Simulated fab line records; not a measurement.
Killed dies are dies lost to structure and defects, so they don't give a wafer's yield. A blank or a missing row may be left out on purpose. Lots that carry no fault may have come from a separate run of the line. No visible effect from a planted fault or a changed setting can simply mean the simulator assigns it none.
Which tool is to blame?    flow n5 finfet    8 lots with 24 wafers sampled at 5 steps, on a route of 1938 steps

== WHAT EACH GAUGE READ, for each wafer ==
N5_BEOL_M4_RC_MEAS_101. Usual: DIBL_N 36.3 mV/V, standard deviation 1.2; DIBL_P 36.7 mV/V, standard deviation 1.5; IOFF_N 0.164 nA/um, standard deviation 0.02; IOFF_P 0.214 nA/um, standard deviation 0.024; ION_N 673 uA/um, standard deviation 8.5; ION_P 461 uA/um, standard deviation 5.9; SS_N 71.6 mV/dec, standard deviation 0.44; SS_P 73.3 mV/dec, standard deviation 0.55; VT_N 249.4 mV, standard deviation 2.4; VT_P -250.0 mV, standard deviation 2.3.
lot   measured      on         DIBL_N (mV/V)   DIBL_P (mV/V)   IOFF_N (nA/um)     IOFF_P (nA/um)     ION_N (uA/um)  ION_P (uA/um)  SS_N (mV/dec)   SS_P (mV/dec)   VT_N (mV)          VT_P (mV)             flag
L305  day 7 14:05   prober-01  36.3 35.6 36.4  35.8 34.9 35.2  0.162 0.149 0.160  0.194 0.182 0.188  674 654 655    458 449 453    71.9 71.7 71.4  73.4 73.3 74.0  249.4 250.6 249.2  -251.8 -255.3 -251.0  
L309  day 8 20:59   prober-01  36.0 36.0 36.9  36.0 35.6 37.8  0.149 0.144 0.173  0.187 0.178 0.210  658 661 673    446 452 458    71.7 71.4 72.4  73.1 73.0 73.6  253.4 253.4 250.8  -250.9 -251.6 -251.3  
L310  day 9 13:40   prober-01  37.4 37.9 36.1  37.3 38.3 36.5  0.179 0.193 0.152  0.263 0.274 0.238  691 672 689    480 466 474    71.8 72.1 71.8  73.7 74.0 73.6  247.9 243.3 246.9  -244.0 -242.7 -246.4  
L311  day 9 11:40   prober-01  36.4 33.3 35.5  36.7 33.2 35.5  0.144 0.112 0.134  0.225 0.173 0.205  652 676 669    459 465 464    70.8 70.8 71.2  73.0 71.9 72.8  252.7 254.2 252.9  -248.0 -249.8 -250.0  
L323  day 12 16:58  prober-01  33.7 32.4 34.8  35.5 33.5 36.5  0.131 0.114 0.151  0.181 0.160 0.200  664 662 660    458 455 454    71.2 71.1 70.9  72.7 72.2 73.3  252.4 254.5 249.7  -252.3 -253.9 -249.8  
L322  day 12 18:50  prober-02  35.7 35.6 35.6  36.6 36.9 36.2  0.176 0.173 0.174  0.214 0.209 0.202  678 675 682    460 461 459    71.9 72.3 72.5  73.4 73.1 73.6  248.0 249.2 247.9  -253.1 -250.9 -251.1  
L325  day 12 22:19  prober-02  38.6 36.9 39.0  37.3 36.2 37.4  0.201 0.162 0.196  0.240 0.213 0.229  679 664 666    465 454 460    71.2 70.9 71.8  73.5 73.0 73.7  245.6 249.2 246.6  -246.5 -248.0 -249.1  
L326  day 13 12:11  prober-01  36.0 37.5 36.9  36.4 38.9 38.2  0.163 0.194 0.180  0.219 0.256 0.244  675 671 674    461 460 465    71.3 71.9 71.4  73.2 73.7 73.9  246.9 245.0 247.3  -248.3 -248.7 -248.9  

== TOOL THAT RAN EACH LOT (tool first, then ch and the chambers of the sampled wafers, then the start) ==
lot   N5_BEOL_M4_ETCH_77                  N5_BEOL_M4_ETCH_70                  N5_BEOL_M4_ETCH_41                             N5_BEOL_M4_STRIP_97
L305  rie diel-04 ch 0,1, day 7 04:01     rie diel-01 ch 0,1,3, day 7 09:24   rie diel-01 ch 0,1,3, day 7 14:05 or earlier   rie diel-01 ch 0,1,3, day 7 14:05 or earlier
L309  rie diel-01 ch 1,2,3, day 8 11:41   rie diel-01 ch 0,1,2, day 8 16:43   rie diel-01 ch 0,1,2, day 8 20:59 or earlier   rie diel-01 ch 0,1,2, day 8 20:59 or earlier
L310  rie diel-03 ch 2,3, day 8 13:10     rie diel-04 ch 0,3, day 9 07:13     rie diel-04 ch 0,3, day 9 13:40 or earlier     rie diel-04 ch 0,3, day 9 13:40 or earlier
L311  rie diel-04 ch 2,3, day 8 14:23     rie diel-01 ch 1,2,3, day 9 06:58   rie diel-01 ch 1,2,3, day 9 11:40 or earlier   rie diel-01 ch 1,2,3, day 9 11:40 or earlier
L323  rie diel-04 ch 1,2,3, day 12 10:49  rie diel-01 ch 1,2,3, day 12 12:34  rie diel-01 ch 1,2,3, day 12 16:58 or earlier  rie diel-01 ch 1,2,3, day 12 16:58 or earlier
L322  rie diel-01 ch 0,1,2, day 12 12:10  rie diel-01 ch 0,2,3, day 12 12:58  rie diel-01 ch 0,2,3, day 12 18:50 or earlier  rie diel-01 ch 0,2,3, day 12 18:50 or earlier
L325  rie diel-04 ch 0,1, day 12 15:09    rie diel-01 ch 0,1, day 12 17:25    rie diel-01 ch 0,1, day 12 22:19 or earlier    rie diel-01 ch 0,1, day 12 22:19 or earlier
L326  rie diel-01 ch 0,1,2, day 13 02:47  rie diel-01 ch 0,1,3, day 13 05:31  rie diel-01 ch 0,1,3, day 13 12:11 or earlier  rie diel-01 ch 0,1,3, day 13 12:11 or earlier
- N5_BEOL_M4_ETCH_77: etches underlayer in N2/H2, target depth 6.5 nm, time 5.2 s.
- N5_BEOL_M4_ETCH_70: etches SOC in N2/H2, target depth 80 nm, overetch 24 nm, time 130 s.
- N5_BEOL_M4_ETCH_41: etches SiCN in CH3F/O2, target depth 29.9 nm, time 52.5 s.
- N5_BEOL_M4_STRIP_97: strips in N2/H2, time 10 s.

== AS READ BY THE TOOLS THEMSELVES (means over the sampled wafers that have a number; for cases with no such wafer, the mark the record gives instead) ==
N5_BEOL_M4_ETCH_77. Usual: bias w 150.1 W (standard deviation 0.46); drypump motor current A 5.9 A (standard deviation 0.41); etch rf on time s 5.22 s (standard deviation 0.07); oes product au 0.66 a.u. (standard deviation 0.074); rf vpp V 523.9 V (standard deviation 2.1); showerhead plenum p Torr 2.55 Torr (standard deviation 0.062); throttle valve pct 17.97 % (standard deviation 0.19).
lot   tool         bias w (W)  drypump motor current A (A)  etch rf on time s (s)  oes product au (a.u.)  rf vpp V (V)  showerhead plenum p Torr (Torr)  throttle valve pct (%)  flag
L305  rie diel-04  150.1       5.5                          5.23                   0.62                   524.7         2.57                             18.04                   
L309  rie diel-01  149.8       6.2                          5.16                   0.66                   523.8         2.55                             17.97                   
L310  rie diel-03  150.4       5.9                          5.37                   0.60                   524.5         2.53                             18.02                   
L311  rie diel-04  149.9       5.5                          5.20                   0.69                   523.4         2.51                             17.96                   
L323  rie diel-04  149.7       5.7                          5.21                   0.65                   525.1         2.55                             18.06                   
L322  rie diel-01  150.2       6.3                          5.18                   0.64                   525.0         2.57                             18.03                   
L325  rie diel-04  150.0       5.5                          5.29                   0.75                   523.0         2.55                             17.82                   
L326  rie diel-01  150.9       6.3                          5.24                   0.64                   525.2         2.57                             18.02                   

N5_BEOL_M4_ETCH_70. Usual: bias w 150.0 W (standard deviation 0.41); drypump motor current A 6.0 A (standard deviation 0.4); oes product au 0.58 a.u. (standard deviation 0.066); rf vpp V 524.2 V (standard deviation 2); showerhead plenum p Torr 2.56 Torr (standard deviation 0.067); temp c 39.98 C (standard deviation 0.12); throttle valve pct 17.90 % (standard deviation 0.21).
lot   tool         bias w (W)  drypump motor current A (A)  oes product au (a.u.)  rf vpp V (V)  showerhead plenum p Torr (Torr)  temp c (C)  throttle valve pct (%)  flag
L305  rie diel-01  149.8       6.4                          0.61                   525.5         2.60                             40.04       17.94                   
L309  rie diel-01  149.6       6.3                          0.57                   525.6         2.59                             40.31       17.91                   
L310  rie diel-04  150.0       5.6                          0.57                   522.7         2.51                             39.94       17.84                   
L311  rie diel-01  150.2       6.2                          0.56                   524.0         2.55                             40.30       17.94                   
L323  rie diel-01  150.2       6.2                          0.55                   523.0         2.53                             39.94       17.99                   
L322  rie diel-01  150.3       6.2                          0.58                   524.9         2.59                             39.94       17.88                   
L325  rie diel-01  149.6       6.6                          0.55                   523.6         2.57                             40.04       18.12                   
L326  rie diel-01  150.3       6.4                          0.57                   524.8         2.58                             39.99       18.03                   

N5_BEOL_M4_ETCH_41. Usual: bias w 74.99 W, standard deviation 0.23; drypump motor current A 6.0 A, standard deviation 0.4; oes product au 0.79 a.u., standard deviation 0.095; rf vpp V 297.6 V, standard deviation 1.4; showerhead plenum p Torr 2.01 Torr, standard deviation 0.053; throttle valve pct 16.36 %, standard deviation 0.22.
lot   tool         bias w (W)  drypump motor current A (A)  oes product au (a.u.)  rf vpp V (V)  showerhead plenum p Torr (Torr)  throttle valve pct (%)  flag
L305  rie diel-01  74.96       6.4                          0.83                   299.5         2.05                             16.42                   
L309  rie diel-01  75.02       6.3                          0.78                   299.0         2.04                             16.38                   
L310  rie diel-04  74.81       5.6                          0.78                   298.0         1.97                             16.23                   
L311  rie diel-01  74.99       6.2                          0.77                   297.5         2.01                             16.40                   
L323  rie diel-01  74.86       6.2                          0.74                   297.3         2.00                             16.44                   
L322  rie diel-01  75.14       6.2                          0.79                   297.1         2.04                             16.38                   
L325  rie diel-01  75.04       6.5                          0.74                   297.3         2.02                             16.57                   
L326  rie diel-01  74.93       6.4                          0.77                   298.6         2.03                             16.52                   

N5_BEOL_M4_STRIP_97. Usual: drypump motor current A 6.0 A, standard deviation 0.4; oes product au 0.79 a.u., standard deviation 0.097; rf vpp V 59.3 V, standard deviation 0.79; showerhead plenum p Torr 2.56 Torr, standard deviation 0.067; throttle valve pct 23.78 %, standard deviation 0.21.
lot   tool         drypump motor current A (A)  oes product au (a.u.)  rf vpp V (V)  showerhead plenum p Torr (Torr)  throttle valve pct (%)  flag
L305  rie diel-01  6.4                          0.84                   59.4          2.60                             23.85                   
L309  rie diel-01  6.3                          0.79                   60.0          2.58                             23.83                   
L310  rie diel-04  5.6                          0.78                   58.8          2.51                             23.80                   
L311  rie diel-01  6.2                          0.77                   59.1          2.54                             23.85                   
L323  rie diel-01  6.2                          0.74                   59.3          2.53                             23.89                   
L322  rie diel-01  6.2                          0.79                   59.5          2.59                             23.77                   
L325  rie diel-01  6.5                          0.74                   59.0          2.56                             23.99                   
L326  rie diel-01  6.4                          0.77                   58.9          2.58                             23.91                   

== THE ANSWER, worked out from the rows above alone ==
Rule: take the mean of a lot's wafers that have a number; if it is more than 3 standard deviations from the usual mean, the lot is off. Also off: a lot with no number at a reading for which 4 or more lots have one. Any other lot the step has rows for is counted as sound. First the gauges in route order, then the tools' own readings, where a lot's mean is used as printed above. The first step at which some lot is off is used, and at that step the reading that is off furthest; a lot without a number counts as furthest.
Nothing can be told from this: no lot is off at any reading shown.

== WHAT WAS PUT IN BY THE SIMULATOR ==
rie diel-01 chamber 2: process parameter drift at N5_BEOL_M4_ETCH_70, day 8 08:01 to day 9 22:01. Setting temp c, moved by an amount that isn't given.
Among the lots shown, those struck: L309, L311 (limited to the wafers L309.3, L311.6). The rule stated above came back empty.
